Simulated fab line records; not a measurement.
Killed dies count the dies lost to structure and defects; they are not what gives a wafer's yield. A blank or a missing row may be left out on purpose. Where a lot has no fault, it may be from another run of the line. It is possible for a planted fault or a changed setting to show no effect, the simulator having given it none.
Split-lot trial	flow n5 finfet	on a route of 1938 steps: 7 lots, 39 wafers read

## ABOUT THE SPLIT
At N5_MOL_CONTACT_COAG_ETCHBACK_136 (etches SiO2 in CHF3, target depth 25 nm, time 16.7 s), the setting target depth a was moved away from the recipe's 250 angstrom on 18 of the 39 wafers read, by -14.3% to +12.5%. For the rest of the wafers, this setting stayed at what the recipe calls for.

## THE PATH FROM SPLIT TO READING: the file shows 1 step between them
- N5_MOL_CONTACT_COAG_STRIP_120: strips in CHF3

## THE READING
MOL_CONTACT_COAG.feature depth nm (the simulator's own value, which no gauge read), in nm, at N5_MOL_CONTACT_COAG_VIA_ETCH_117 (etches SiO2 in C4F6/O2, target depth 40 nm, overetch 8 nm, time 26 s). No usual value for it is given in the file. The 21 wafers here that ran the recipe average 40.1 nm, standard deviation 0.69 nm.

wafer	tool, chamber at the split	target depth a as run, angstrom	against the recipe	MOL_CONTACT_COAG.feature depth nm, nm	against lot-mates on the recipe
L079.1	rie diel-02, 3,1,2	250	recipe	40.4	-
L079.2	rie diel-02, 2,0,1	281.2	+12.5%	37.4	-3.0
L079.3	rie diel-02, 2,0,1	281.2	+12.5%	36.2	-4.2
L079.4	rie diel-02, 3,1,2	250	recipe	40.2	-
L079.5	rie diel-02, 3,1,2	250	recipe	40.6	-
L079.6	rie diel-02, 2,0,1	281.2	+12.5%	37	-3.4
L084.1	rie diel-04, 1,2,3	215.7	-13.7%	43.6	+3.3
L084.2	rie diel-04, 0,3,0	250	recipe	40.6	-
L084.3	rie diel-04, 0,3,0	250	recipe	39.6	-
L084.4	rie diel-04, 1,2,3	215.7	-13.7%	42.8	+2.5
L084.5	rie diel-04, 0,3,0	250	recipe	40.8	-
L084.6	rie diel-04, 1,2,3	215.7	-13.7%	42.8	+2.5
L090.1	rie diel-04, 1,2,1	230	-8.0%	42.2	+2.5
L090.2	rie diel-04, 1,2,1	230	-8.0%	41.6	+1.9
L090.3	rie diel-04, 1,2,1	230	-8.0%	42.2	+2.5
L090.4	rie diel-04, 2,2,1	250	recipe	39.2	-
L090.5	rie diel-04, 2,2,1	250	recipe	39.4	-
L090.6	rie diel-04, 2,2,1	250	recipe	40.6	-
L091.3	rie diel-02, 0,2,2	250	recipe	39.2	-
L091.4	rie diel-02, 0,2,2	250	recipe	40.4	-
L091.6	rie diel-02, 0,2,2	250	recipe	40.4	-
L093.1	rie diel-04, 2,1,0	225.5	-9.8%	42	+2.7
L093.2	rie diel-04, 3,0,3	250	recipe	39	-
L093.3	rie diel-04, 2,1,0	225.5	-9.8%	43	+3.7
L093.4	rie diel-04, 3,0,3	250	recipe	40.2	-
L093.5	rie diel-04, 2,1,0	225.5	-9.8%	42.8	+3.5
L093.6	rie diel-04, 3,0,3	250	recipe	38.8	-
L094.1	rie diel-02, 1,0,0	238.8	-4.5%	41.4	+0.7
L094.2	rie diel-02, 1,0,0	238.8	-4.5%	40.4	-0.3
L094.3	rie diel-02, 3,1,3	250	recipe	40.6	-
L094.4	rie diel-02, 3,1,3	250	recipe	40.6	-
L094.5	rie diel-02, 1,0,0	238.8	-4.5%	40.4	-0.3
L094.6	rie diel-02, 3,1,3	250	recipe	40.8	-
L097.1	rie diel-04, 2,0,2	214.3	-14.3%	43.4	+3.4
L097.2	rie diel-04, 3,1,1	250	recipe	38.8	-
L097.3	rie diel-04, 3,1,1	250	recipe	40.6	-
L097.4	rie diel-04, 2,0,2	214.3	-14.3%	43.8	+3.8
L097.5	rie diel-04, 2,0,2	214.3	-14.3%	43.4	+3.4
L097.6	rie diel-04, 3,1,1	250	recipe	40.6	-
The file does not say which wafer passed through which chamber wherever a row lists several chambers: such a row stands for several wafers.

FIT RESULTS
A straight line over all 39 wafers: MOL_CONTACT_COAG.feature depth nm changes by -0.242 nm for each +1% of target depth a; r = -0.94; the points scatter about the line by 0.61 nm.
The same after taking each lot's own level away (the mean of its wafers on the recipe; 39 wafers): -0.256 nm for each +1%; r = -0.94; scatter 0.66 nm.
The reading moves by 3.7 nm for the largest change in target depth a, on that fit.
Across the lots, their own levels run from 39.33 to 40.67 nm, a range of 1.9 times the standard deviation given above.
The two slopes are in agreement: the lot-to-lot level therefore moves the slope only a little.
Check: with one of the wafers moved furthest among these (-14.3%) left out of the fit, the line predicts +3.57 nm for it against its lot-mates. Against them it came out at +3.4 nm.

## FURTHER SPLITS ON THESE WAFERS
These wafers also went through other splits before the reading. Each is held against what the fit with the lots' levels taken away leaves over:
other split on the same wafers	wafers away from the commonest value	r with MOL_CONTACT_COAG.feature depth nm (lot level and that fit taken away)
N5_FIN_SAQP_FIN_ETCH_36 icp w	18	+0.01
N5_DUMMY_GATE_ETCH_37 source w	15	-0.48
N5_HKMG_FIN_ETCH_55 time s	18	+0.18

## THE WHOLE CHAIN: every reading that the file lists as answering this split, in the file's order
step	what it does	reading	change (the file's fit)	r (the file's)
N5_MOL_CONTACT_COAG_VIA_ETCH_117	etches SiO2 in C4F6/O2, target depth 40 nm, overetch 8 nm, time 26 s	etch.depth nm (the simulator's own value, which no gauge read)	-0.252 nm for each +1% of the setting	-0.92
N5_MOL_CONTACT_COAG_VIA_ETCH_117	etches SiO2 in C4F6/O2, target depth 40 nm, overetch 8 nm, time 26 s	MOL_CONTACT_COAG.feature depth nm (the simulator's own value, which no gauge read)	-0.251 nm for each +1% of the setting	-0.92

## FILE'S OWN FIT
MOL_CONTACT_COAG.feature depth nm changes by -0.251 nm for each +1% of target depth a, r = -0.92.
